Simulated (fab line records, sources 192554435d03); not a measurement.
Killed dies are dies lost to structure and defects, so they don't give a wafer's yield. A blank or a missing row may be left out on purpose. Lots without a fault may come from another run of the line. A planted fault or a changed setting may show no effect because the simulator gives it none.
Chamber matching | flow n5_finfet | N5_HKMG_FIN_CVD_62 on thermal_cvd_si-02: 3 sister chambers
The step deposits a-Si from Si2H6, target thk 3 nm, time 20.8 s. 6 wafers are shown with their chamber, then 12 later ones without.

WAFERS WITH THEIR CHAMBER
wafer  | chamber | heater_power_outer_w (W) | heater_power_w (W)
L083.5 | 0       | 965                      | 1527
L085.3 | 0       | 967                      | 1492
L087.4 | 2       | 1156                     | 1730
L089.1 | 1       | 983                      | 1441
L089.4 | 1       | 965                      | 1438
L089.6 | 2       | 1151                     | 1756

WAFERS WITHOUT THEIR CHAMBER
wafer  | heater_power_outer_w (W) | heater_power_w (W)
L091.2 | 1152                     | 1760
L091.5 | 1010                     | 1469
L091.6 | 1153                     | 1753
L093.1 | 943                      | 1557
L093.2 | 979                      | 1431
L093.6 | 1173                     | 1763
L095.1 | 942                      | 1480
L095.3 | 990                      | 1432
L095.4 | 979                      | 1518
L097.2 | 984                      | 1450
L097.3 | 1165                     | 1680
L097.5 | 1133                     | 1758

WHICH CHAMBER EACH WENT THROUGH
wafer  | from the rows above     | in truth
L091.2 | 2                       | 2
L091.5 | can't be placed: 1 or 0 | 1
L091.6 | 2                       | 2
L093.1 | 0                       | 0
L093.2 | 1                       | 1
L093.6 | 2                       | 2
L095.1 | can't be placed: 0 or 1 | 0
L095.3 | 1                       | 1
L095.4 | 0                       | 0
L097.2 | 1                       | 1
L097.3 | 2                       | 2
L097.5 | 2                       | 2
Placed correctly: 10 of 12. Can't be placed from these rows: 2 (the true chamber is among the candidates in 2). Placed wrongly: 0.
How it was worked out, from the rows above alone: a wafer's distance from a chamber is the root of the sum, over the readings, of the square of ((its reading less the chamber's mean) divided by the reading's scatter). The wafer belongs to the nearest chamber; if the next one is less than 2 further off, it can't be placed. A chamber's mean is the mean of its shown wafers. The scatter: the root of (the sum of the squares of (reading less its chamber's mean) over the shown wafers, divided by (wafers less chambers)).
